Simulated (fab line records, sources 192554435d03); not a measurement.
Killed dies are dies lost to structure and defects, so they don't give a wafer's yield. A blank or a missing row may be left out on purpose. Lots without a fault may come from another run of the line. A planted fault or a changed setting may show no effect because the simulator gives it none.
fab line records | flow n5_finfet
record lots=7 wafers=21 last_day=17
route steps=1938 shown BEOL_M11@1561
lots that met no fault: from a run of the same line without faults
start_h: hours from the record's first day to the start of the lot's first wafer shown | wait_h: hours since the lot's step before | " the same as in the row above | L1.1+2: a row that stands for several wafers | - no value, or no start given | * or withheld: withheld | < > ~ a bound
route shown NAME@n: a module of which the file shows steps, and the number in the route of the first | usual: mean/standard deviation of fault-free wafers | same: alike in all rows | chamber/n: place in a boat | sites: the reading at each site | _std_site: their standard deviation | _edge_site: outer sites' mean less inner sites' | radius_mm: how far each site lies from the wafer's centre | mask NAME#n: copy n | behind: the tool/chamber that last shaped the wafer | hold: why the lot was held/for how many hours/how that ended | device: the transistor (n, p or np) that didn't switch | end of line: the same wafers' tests at the end of the route | a step without rows: its recipe alone | killed: dies lost to structure and defects at the first sort, not the wafer's yield | map: a wafer's dies, x killed, . not, _ none there
set.NAME: the setting as run; set.NAME@STEP: as run at that earlier step | model.NAME: the simulator's own value behind a step, which no gauge read
lots at some steps of the route; a table a step, a row a wafer
services: from which hour (start_h, from the record's first day; less than 0 if before it) a tool's chamber was out of use, for how many hours, and why
## steps
# step N5_BEOL_M11_COAT_64
# recipe resist=SiARC temp_c=220 time_s=60 spin_rpm=1500 resist_thk_nm=30
# step N5_BEOL_M11_COAT_22
# recipe resist=CAR-ArF spin_rpm=1500 resist_thk_nm=90
# step N5_BEOL_M11_EBR_24
# recipe solvent=PGMEA ebr_width_mm=1.5
# step N5_BEOL_M11_SOFTBAKE_23
# recipe temp_c=110 time_s=60 resist=CAR-ArF
# step N5_BEOL_M11_EXPOSE_25
# recipe mask_id=V10 na=1.35 source_shape=annular sigma_inner=0.5 sigma_outer=0.8 polarization=unpolarized dose_mj=85.5
# step N5_BEOL_M11_PEB_26
# recipe peb_temp_c=withheld peb_time_s=60 resist=CAR-ArF
# step N5_BEOL_M11_DEVELOP_27
# recipe develop_time_s=30 developer=TMAH resist=CAR-ArF rinse_liquid=diw dry=air_spin dev_temp_c=23
# step N5_BEOL_M11_CD_MEAS_28
# recipe target_cd_nm=70 landing_energy_ev=500 detector=se_inlens polarity=opening
# usual cd_nm=69.7/1
# same landing_energy_ev=500
# columns lot.wafer tool chamber start_h wait_h cd_nm
L107.1 cd_sem-02 0 269.75 - 69.8
L107.2 " 0 " " 69.8
L107.5 " 0 " " 69.5
L108.1 cd_sem-02 0 269.80 - 70.8
L108.5 " 0 " " 70.5
L108.6 " 0 " " 69.6
L117.4 cd_sem-03 0 328.59 - 69.9
L117.5 " 0 " " 69.6
L117.6 " 0 " " 70.0
L120.1 cd_sem-03 0 331.56 - 71.0
L120.4 " 0 " " 70.1
L120.5 " 0 " " 70.7
L119.1 cd_sem-02 0 333.33 - 70.2
L119.4 " 0 " " 69.9
L119.5 " 0 " " 71.4
L123.2 cd_sem-03 0 353.66 - 70.2
L123.3 " 0 " " 70.1
L123.4 " 0 " " 70.6
L124.2 cd_sem-03 0 356.29 - 69.2
L124.5 " 0 " " 71.3
L124.6 " 0 " " 69.6
# step N5_BEOL_M11_OVL_MEAS_29
# recipe points_per_wafer=44
# usual V10_OVL=0.0/0.69
# columns lot.wafer tool chamber start_h wait_h V10_OVL[nm]
L107.1 overlay-01 0 269.78 0.0 0.0
L107.2 " 0 " " -1.2
L107.5 " 0 " " -0.5
L108.1 overlay-02 0 269.83 0.0 0.9
L108.5 " 0 " " -0.2
L108.6 " 0 " " -0.2
L117.4 overlay-02 0 328.62 0.0 0.0
L117.5 " 0 " " -0.4
L117.6 " 0 " " -0.9
L120.1 overlay-02 0 331.59 0.0 1.0
L120.4 " 0 " " 0.5
L120.5 " 0 " " 1.2
L119.1 overlay-02 0 333.36 0.0 0.4
L119.4 " 0 " " 0.9
L119.5 " 0 " " 0.1
L123.2 overlay-02 0 353.69 0.0 0.4
L123.3 " 0 " " 1.5
L123.4 " 0 " " 1.3
L124.2 overlay-02 0 356.32 0.0 0.7
L124.5 " 0 " " -0.7
L124.6 " 0 " " -0.1
# step N5_BEOL_M11_INSPECT_30
# recipe mode=adi inspect_instrument=brightfield
# usual raw_defect_count=435/100
# columns lot.wafer tool chamber start_h wait_h raw_defect_count
L107.1 defect_inspect-01 - 269.81 0.0 474
L107.2 " - " " 296
L107.5 " - " " 364
L108.1 defect_inspect-01 - 269.85 0.0 359
L108.5 " - " " 462
L108.6 " - " " 412
L117.4 defect_inspect-01 - 328.64 0.0 539
L117.5 " - " " 360
L117.6 " - " " 293
L120.1 defect_inspect-01 - 331.61 0.0 392
L120.4 " - " " 443
L120.5 " - " " 379
L119.1 defect_inspect-01 - 333.38 0.0 435
L119.4 " - " " 513
L119.5 " - " " 430
L123.2 defect_inspect-02 - 353.71 0.0 444
L123.3 " - " " 528
L123.4 " - " " 418
L124.2 defect_inspect-02 - 356.34 0.0 706
L124.5 " - " " 511
L124.6 " - " " 516
# step N5_BEOL_M11_DESCUM_33
# recipe chemistry=O2 time_s=7.9 source_power_w=50 bias_power_w=20 pressure_mtorr=20 rf_frequency_hz=2.712e+07 temp_c=40 resist=CAR-ArF o2_flow_sccm=225
# usual drypump_motor_current_A=5.4/0.46 oes_product_au=0.83/0.089 rf_vpp_V=243.7/1.4 showerhead_plenum_p_Torr=2.13/0.071 throttle_valve_pct=20.41/0.28
# columns lot.wafer tool chamber start_h wait_h drypump_motor_current_A oes_product_au rf_hours_counter_h rf_vpp_V showerhead_plenum_p_Torr throttle_valve_pct
L107.1 rie_diel-04 3 269.84 0.0 5.8 0.72 234 243.3 2.18 21.17
L107.2 " 1 " " 5.3 0.72 184 241.9 2.10 20.53
L107.5 " 2 " " 5.2 0.83 - 244.7 2.13 20.20
L108.1 rie_diel-02 1 269.89 0.0 6.0 0.95 5 245.7 2.25 20.01
L108.5 " 1 " " 6.0 0.95 - 245.9 2.25 20.02
L108.6 " 0 " " 5.8 0.89 - 244.4 2.22 20.26
L117.4 rie_diel-04 2 328.69 0.0 5.2 0.81 - 244.8 2.13 20.23
L117.5 " 1 " " 5.4 0.72 - 243.2 2.09 20.54
L117.6 " 0 " " 5.6 0.87 - 244.7 2.11 20.13
L120.1 rie_diel-04 2 331.81 0.2 5.2 0.80 85 242.1 2.13 20.24
L120.4 " 2 " " 5.2 0.80 - 242.1 2.13 20.21
L120.5 " 0 " " 5.6 0.86 - 241.3 2.11 20.13
L119.1 rie_diel-04 0 333.42 0.0 5.6 0.86 71 243.0 2.11 20.13
L119.4 " 2 " " 5.2 0.80 - 242.3 2.13 20.23
L119.5 " 0 " " 5.6 0.86 - 244.7 2.11 20.12
L123.2 rie_diel-02 0 353.83 0.1 5.8 0.85 74 245.3 2.21 20.28
L123.3 " 2 " " 5.5 0.92 20 245.0 2.15 20.41
L123.4 " 2 " " 5.5 0.93 - 243.8 2.15 20.42
L124.2 rie_diel-06 1 356.38 0.0 5.8 0.83 77 243.4 2.05 20.52
L124.5 " 2 " " 4.6 0.85 - 245.6 2.19 20.31
L124.6 " 3 " " 4.8 0.95 - 243.6 2.15 20.08
# step N5_BEOL_M11_ETCH_65
# recipe chemistry=CF4 target=SiARC target_depth_a=390 mask_material=CAR-ArF time_s=65 ion_energy_ev=80 pressure_mtorr=40 source_w=545 bias_w=36 Ar_flow_sccm=100 cf4_flow_sccm=100 ends=cleared
# usual drypump_motor_current_A=5.4/0.46 etch_rf_on_time_s=64.1/1.6 oes_product_au=0.71/0.078 rf_vpp_V=184.4/1.2 showerhead_plenum_p_Torr=2.17/0.072 throttle_valve_pct=15.54/0.28
# columns lot.wafer tool chamber start_h wait_h drypump_motor_current_A etch_rf_on_time_s oes_product_au rf_hours_counter_h rf_vpp_V showerhead_plenum_p_Torr throttle_valve_pct
L107.1 rie_diel-04 3 269.88 0.0 5.8 67.0 0.59 234 184.8 2.20 16.16
L107.2 " 1 " " 5.3 65.7 0.62 184 184.2 2.13 15.61
L107.5 " 2 " " 5.2 62.7 0.71 - 184.4 2.17 15.27
L108.1 rie_diel-02 1 269.92 0.0 6.0 66.0 0.82 5 184.4 2.28 15.06
L108.5 " 1 " " 6.0 66.3 0.82 - 186.6 2.28 15.06
L108.6 " 0 " " 5.8 64.1 0.75 - 185.4 2.26 15.40
L117.4 rie_diel-04 2 328.73 0.0 5.2 63.6 0.69 - 185.2 2.16 15.31
L117.5 " 1 " " 5.3 65.7 0.61 - 184.0 2.12 15.64
L117.6 " 0 " " 5.6 62.7 0.75 - 182.5 2.16 15.35
L120.1 rie_diel-04 2 331.84 0.0 5.2 63.0 0.70 85 183.7 2.16 15.31
L120.4 " 2 " " 5.2 62.3 0.70 - 184.3 2.16 15.32
L120.5 " 0 " " 5.6 62.3 0.74 - 183.3 2.16 15.34
L119.1 rie_diel-04 0 333.45 0.0 5.5 63.0 0.74 71 183.6 2.16 15.34
L119.4 " 2 " " 5.2 63.0 0.69 - 184.8 2.16 15.30
L119.5 " 0 " " 5.6 63.1 0.75 - 183.1 2.16 15.35
L123.2 rie_diel-02 0 353.86 0.0 5.8 63.9 0.72 74 184.9 2.25 15.44
L123.3 " 2 " " 5.5 63.6 0.80 20 184.3 2.20 15.54
L123.4 " 2 " " 5.5 62.6 0.80 - 182.8 2.20 15.56
L124.2 rie_diel-06 1 356.41 0.0 5.8 63.1 0.71 77 183.9 2.08 15.54
L124.5 " 2 " " 4.7 63.6 0.72 - 183.6 2.26 15.60
L124.6 " 3 " " 4.8 62.0 0.82 - 183.3 2.19 15.21
# step N5_BEOL_M11_ETCH_66
# recipe chemistry=N2/H2 target=SOC target_depth_a=1200 overetch_a=240 mask_material=SiARC temp_c=40 time_s=180 ion_energy_ev=200 pressure_mtorr=30 source_w=840 bias_w=150 n2_flow_sccm=200 h2_flow_sccm=200
# usual drypump_motor_current_A=5.4/0.46 oes_product_au=0.66/0.069 rf_vpp_V=524.9/2.6 run_length_s=203.3/0.41 showerhead_plenum_p_Torr=2.58/0.091 throttle_valve_pct=17.8/0.31
# columns lot.wafer tool chamber start_h wait_h drypump_motor_current_A oes_product_au rf_hours_counter_h rf_vpp_V run_length_s showerhead_plenum_p_Torr throttle_valve_pct model.SiARC_of_BEOL_M11_COAT_64.thk_nm
L107.1 rie_diel-04 3 269.93 0.0 5.9 0.57 234 524.8 203.1 2.59 18.3 22.8
L107.2 " 1 " " 5.4 0.59 184 522.7 202.6 2.54 18.0 23
L107.5 " 2 " " 5.2 0.66 - 525.2 202.7 2.58 17.7 22.2
L108.1 rie_diel-02 1 269.97 0.0 6.0 0.77 5 528.4 202.9 2.68 17.0 22.8
L108.5 " 1 " " 6.0 0.77 - 528.8 202.9 2.68 17.0 22.8
L108.6 " 0 " " 5.9 0.69 - 528.1 203.3 2.69 17.6 22.8
L117.4 rie_diel-04 2 328.81 0.1 5.2 0.60 - 524.1 236.9 2.58 17.7 20.8
L117.5 " 1 " " 5.4 0.53 - 523.2 236.5 2.53 18.0 21.8
L117.6 " 0 " " 5.6 0.63 - 525.1 237.9 2.57 17.4 21.2
L120.1 rie_diel-04 2 331.89 0.0 5.2 0.59 85 525.4 237.3 2.57 17.7 21
L120.4 " 2 " " 5.2 0.59 - 524.5 236.7 2.57 17.7 20.8
L120.5 " 0 " " 5.6 0.63 - 525.5 237.9 2.57 17.5 21
L119.1 rie_diel-04 0 333.50 0.0 5.6 0.63 71 525.0 237.8 2.57 17.5 21.2
L119.4 " 2 " " 5.2 0.59 - 524.1 236.9 2.57 17.7 20.8
L119.5 " 0 " " 5.6 0.63 - 525.5 238.2 2.57 17.5 21.2
L123.2 rie_diel-02 0 353.91 0.0 5.9 0.68 74 528.7 203.3 2.68 17.7 22.8
L123.3 " 2 " " 5.5 0.75 20 524.0 203.1 2.61 17.8 22.4
L123.4 " 2 " " 5.5 0.75 - 525.5 203.6 2.61 17.8 22.4
L124.2 rie_diel-06 1 356.46 0.0 5.8 0.65 77 522.0 203.8 2.45 17.5 22.8
L124.5 " 2 " " 4.6 0.68 - 528.4 203.4 2.69 17.9 22.6
L124.6 " 3 " " 4.8 0.76 - 524.5 203.2 2.61 17.6 22
# step N5_BEOL_M11_STRIP_69
# recipe chemistry=N2/H2 temp_c=40 n2_flow_sccm=200 h2_flow_sccm=200 rf_frequency_hz=6e+07
## services
# columns tool chamber start_h hours kind
rie_diel-02 1 252.83 7.7 repair
rie_diel-02 2 284.20 - clean
rie_diel-02 2 284.20 - consumable_replace:focus_ring
rie_diel-02 2 284.20 12.1 scheduled_down
rie_diel-02 2 284.20 12.1 vent_cycle
rie_diel-06 2 287.31 3.1 repair
rie_diel-06 3 298.34 - clean
rie_diel-06 3 298.34 - consumable_replace:focus_ring
rie_diel-04 3 322.86 - clean
rie_diel-04 3 322.86 - consumable_replace:focus_ring
rie_diel-04 3 322.86 13.7 scheduled_down
rie_diel-04 3 322.86 13.7 vent_cycle
rie_diel-06 3 340.10 5.4 repair
rie_diel-06 0 345.68 - clean
rie_diel-06 0 345.68 - consumable_replace:esc
rie_diel-06 0 345.68 - consumable_replace:focus_ring
rie_diel-06 0 345.68 - consumable_replace:showerhead
rie_diel-06 0 345.68 25.6 scheduled_down
rie_diel-06 0 345.68 25.6 vent_cycle
rie_diel-02 3 348.83 14.2 repair
## key
first_sign step=N5_BEOL_M11_ETCH_66 reading=run_length_s direction=up sigmas=83 usual=* struck=*
effect none on later readings
model_effect step=N5_BEOL_M11_ETCH_66 value=SiARC_of_BEOL_M11_COAT_64.thk_nm without=22.51 struck=21.09
met_at N5_BEOL_M11_ETCH_66
struck_wafers L117.4,L117.5,L117.6,L119.1,L119.4,L119.5,L120.1,L120.4,L120.5
onset_between 269.93 328.81
fault kind=process_parameter_drift tool=rie_diel-04 chamber=- onset_h=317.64 steps=N5_BEOL_M11_ETCH_66 channel=time_s offset=* shape=step end_h=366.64 acts_in=* stated=*
